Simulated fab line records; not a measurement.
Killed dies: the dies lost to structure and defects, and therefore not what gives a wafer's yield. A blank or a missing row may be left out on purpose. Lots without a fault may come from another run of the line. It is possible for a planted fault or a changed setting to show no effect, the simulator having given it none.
Matching of chambers | flow n5Finfet | N5_BEOL_M1_DESCUM_16 on rieDiel-05: 4 sister chambers
The step chemistry O2, time 7 s. 8 wafers are shown with their chamber, then 7 later ones without.

## WAFERS WITH THEIR CHAMBER
wafer  | chamber | drypumpMotorCurrentA (A) | showerheadPlenumPTorr (Torr)
L078.4 | 1       | 5.3                      | 2.22
L081.1 | 0       | 6.3                      | 2.05
L081.3 | 1       | 5.3                      | 2.22
L085.2 | 2       | 5.4                      | 2.21
L085.5 | 2       | 5.4                      | 2.21
L085.6 | 3       | 5.3                      | 2.06
L086.3 | 3       | 5.4                      | 2.06
L086.4 | 0       | 6.3                      | 2.04

## WAFERS WHOSE CHAMBER IS MISSING
wafer  | drypumpMotorCurrentA (A) | showerheadPlenumPTorr (Torr)
L086.5 | 6.3                      | 2.04
L095.1 | 5.4                      | 2.21
L095.2 | 6.3                      | 2.04
L095.3 | 5.3                      | 2.21
L096.1 | 5.3                      | 2.21
L096.3 | 5.4                      | 2.21
L096.4 | 6.3                      | 2.04

## THE CHAMBER EACH PASSED THROUGH
wafer  | from the rows above     | in truth
L086.5 | 0                       | 0
L095.1 | 2                       | 2
L095.2 | 0                       | 0
L095.3 | can't be placed: 2 or 1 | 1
L096.1 | can't be placed: 2 or 1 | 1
L096.3 | 2                       | 2
L096.4 | 0                       | 0
Correct placement for 5 of the 7. Unplaceable from these rows: 2, with the true chamber sitting among the candidates in 2. Number placed wrongly: 0.
How it was worked out, from the rows above alone: a wafer's distance from a chamber is the root of the sum, over the readings, of the square of ((its reading less the chamber's mean) divided by the reading's scatter). The wafer belongs to the nearest chamber; if the next one is less than 2 further off, it can't be placed. The mean given for a chamber averages the wafers shown for that chamber. The scatter: take each reading less its chamber's mean, square it, sum over the shown wafers, divide by the number of wafers less the number of chambers, and take the root.
